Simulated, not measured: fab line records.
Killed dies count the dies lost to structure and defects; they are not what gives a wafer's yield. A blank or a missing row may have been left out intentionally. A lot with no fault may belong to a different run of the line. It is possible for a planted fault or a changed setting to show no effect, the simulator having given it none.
A lot that was struck, set against a sound lot ; flow n5_finfet ; 27 out of 1938 route steps
Sound: the wafers L130.1, L130.2, L130.4. Struck: wafers L143.1, L143.2, L143.6. The cause comes at the end.
Per side, at each step with rows, come the tool, then ch with its chambers, and then its first start. Under that, the readings that differ: sound wafers ; struck wafers ; difference of the means ; sigmas: that difference in standard deviations of wafers without a fault.
alike: words and numbers the same on both sides, and readings whose means are apart by under 2 such deviations; not compared: readings that were withheld, readings missing a value for some wafer, numbers with overlapping values and no deviation given by the record, and bounds like >300 which may hide the same value.
A row with sigmas, a row that says differs or no value, or rows on one side alone: a step with any of these is where the two part. When numbers do not overlap yet have no deviation, they are printed without sigmas and do not part them. A reading that every wafer of one side lacks parts them only if that side has two wafers or more.

first, 9 steps without rows for these wafers: N5_BEOL_M5_COAT_05 (resist thk 30 nm); N5_BEOL_M5_EBR_07; N5_BEOL_M5_SOFTBAKE_06 (time 60 s); N5_BEOL_M5_EXPOSE_08 (exposes mask M5, target cd 28 nm); N5_BEOL_M5_PEB_09 (peb time 60 s); N5_BEOL_M5_DEVELOP_10 (develop time 30 s); N5_BEOL_M5_DESCUM_16 (chemistry O2, time 7 s); N5_BEOL_M5_ETCH_72 (etches underlayer in N2/H2, target depth 6.5 nm, time 5.2 s); N5_BEOL_M5_ETCH_61 (etches SiARC in CF4, target depth 15.6 nm, time 26 s).
N5_BEOL_M5_ETCH_62: etches SOC in N2/H2, target depth 75 nm, overetch 15 nm, time 112.5 s.
  sound on rie_diel-06 ch 0,1,2, day 8 06:36; struck on rie_diel-06 ch 0,2,3, day 11 16:38
  alike: drypump_motor_current_A, oes_product_au, rf_fwd_power_W, rf_vpp_V, showerhead_plenum_p_Torr, throttle_valve_pct
  not compared: rf_hours_counter_h
then, 14 steps without rows for these wafers: N5_BEOL_M5_STRIP_63 (strips in N2/H2); N5_BEOL_M5_STRIP_73 (strips in N2/H2); N5_BEOL_M5_STRIP_64 (strips in CF4); N5_BEOL_M5_HM_OPEN_17 (chemistry Cl2/BCl3, target TiN, target depth 20 nm, overetch 6 nm); N5_BEOL_M5_STRIP_19 (strips in O2); N5_BEOL_M5_COAT_65 (time 60 s, resist thk 60 nm); N5_BEOL_M5_COAT_66 (time 60 s, resist thk 12 nm); N5_BEOL_M5_COAT_74 (time 60 s, resist thk 5 nm); N5_BEOL_M5_COAT_22 (resist thk 30 nm); N5_BEOL_M5_EBR_24; N5_BEOL_M5_SOFTBAKE_23 (time 60 s); N5_BEOL_M5_EXPOSE_25 (exposes mask V4, defocus 10 nm); N5_BEOL_M5_PEB_26 (peb time 60 s); N5_BEOL_M5_DEVELOP_27 (develop time 30 s).
N5_BEOL_M5_INSPECT_30: inspects for defects (brightfield).
  sound on defect_inspect-01, day 8 07:31; struck on defect_inspect-01, day 11 18:03
reading;sound;struck;difference;sigmas
raw_defect_count;254 408 377;920 902 901;+561;+6
then, 1 step without rows for these wafers: N5_BEOL_M5_DESCUM_33 (chemistry O2, time 7 s).
-- here the record skips 4 days between the struck wafers' starts before and after, leaving off in module BEOL_M5 and picking up in module PASSIVATION (first step shown: number 1936 of the route) --
N5_PASSIVATION_PROBE_49:
  rows exist in the record for the struck wafers here (prober-01, day 16 02:44), but not for the sound ones

## WHERE THEY PART
Last at N5_PASSIVATION_PROBE_49 as far as this record goes, first at N5_BEOL_M5_INSPECT_30.

WHY: what had been put in by the simulator
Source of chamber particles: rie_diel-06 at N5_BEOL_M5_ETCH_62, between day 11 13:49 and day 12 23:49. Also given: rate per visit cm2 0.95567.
